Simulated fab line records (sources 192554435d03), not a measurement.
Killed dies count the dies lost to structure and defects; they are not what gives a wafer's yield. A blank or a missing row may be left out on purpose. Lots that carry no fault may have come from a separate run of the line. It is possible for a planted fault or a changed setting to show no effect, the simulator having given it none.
Split-lot trial | flow n5_finfet | route with 1938 steps; 7 lots, 21 wafers read

## SPLIT DETAILS
At N5_BEOL_M14_EXPOSE_07 (exposes mask V13), the setting dose_mj was moved away from the recipe's 57 on 2 of the 21 wafers read, by +3.3% to +6.8%. For the rest of the wafers, this setting stayed at what the recipe calls for.

## FROM THE SPLIT TO THE READING: what the file shows between them, 3 steps
- N5_BEOL_M14_PEB_08: peb time 90 s
- N5_BEOL_M14_DEVELOP_09: develop time 45 s
- N5_BEOL_M14_HARDBAKE_14: time 120 s

## THE READING
At N5_BEOL_M14_CD_MEAS_10: cd_nm in nanometres, against a target cd of 250 nm. Fault-free wafers of this fab line usually give 249.3 nm, standard deviation 2.5 nm.

wafer  | tool, chamber at the split | dose_mj as run | against the recipe | cd_nm, nm | against lot-mates on the recipe
L077.2 | krf_scanner-02, 0          | 57             | recipe             | 250.9     | -
L077.5 | krf_scanner-02, 0          | 57             | recipe             | 249.0     | -
L077.6 | krf_scanner-02, 0          | 57             | recipe             | 253.2     | -
L080.2 | krf_scanner-01, 0          | 57             | recipe             | 250.2     | -
L080.3 | krf_scanner-01, 0          | 57             | recipe             | 246.7     | -
L080.5 | krf_scanner-01, 0          | 60.85          | +6.8%              | 260.8     | +12.4
L085.2 | krf_scanner-01, 0          | 57             | recipe             | 251.4     | -
L085.3 | krf_scanner-01, 0          | 57             | recipe             | 250.1     | -
L085.5 | krf_scanner-01, 0          | 57             | recipe             | 251.8     | -
L090.2 | krf_scanner-01, 0          | 57             | recipe             | 248.9     | -
L090.4 | krf_scanner-01, 0          | 57             | recipe             | 249.7     | -
L090.6 | krf_scanner-01, 0          | 57             | recipe             | 247.8     | -
L093.1 | krf_scanner-02, 0          | 57             | recipe             | 253.9     | -
L093.5 | krf_scanner-02, 0          | 57             | recipe             | 251.1     | -
L093.6 | krf_scanner-02, 0          | 57             | recipe             | 249.0     | -
L096.3 | krf_scanner-02, 0          | 57             | recipe             | 248.7     | -
L096.4 | krf_scanner-02, 0          | 57             | recipe             | 248.5     | -
L096.6 | krf_scanner-02, 0          | 57             | recipe             | 246.3     | -
L097.3 | krf_scanner-02, 0          | 58.87          | +3.3%              | 252.8     | +6.5
L097.5 | krf_scanner-02, 0          | 57             | recipe             | 246.3     | -
L097.6 | krf_scanner-02, 0          | 57             | recipe             | 246.3     | -

THE FIT
A straight line over all 21 wafers: cd_nm changes by +1.56 nm for each +1% of dose_mj; r = +0.75; the points scatter about the line by 2.2 nm.
The same after taking each lot's own level away (the mean of its wafers on the recipe; 21 wafers): +1.86 nm for each +1%; r = +0.92; scatter 1.3 nm.
The reading moves by 13 nm for the largest change in dose_mj, on that fit.
The lots' own levels span 246.30 to 251.33 nm, that is 2.0 times the standard deviation above.
So the lot-to-lot level blurs the effect unless lot-mates are compared.
Check: with one of the wafers moved furthest among these (+6.8%) left out of the fit, the line predicts +13.4 nm for it against its lot-mates. It came out at +12.4 nm against them.

## THE OTHER SPLITS THESE WAFERS WENT THROUGH
Before the reading, these wafers also passed through other splits. Each is held against what the fit with the lots' levels taken away leaves over:
other split on the same wafers | wafers away from the commonest value | r with cd_nm (lot level and that fit taken away)
N5_BEOL_M13_ETCH_59 time_s     | 8                                    | -0.26

## FILE'S OWN FIT
cd_nm changes by +1.86 nm for each +1% of dose_mj, r = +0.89.
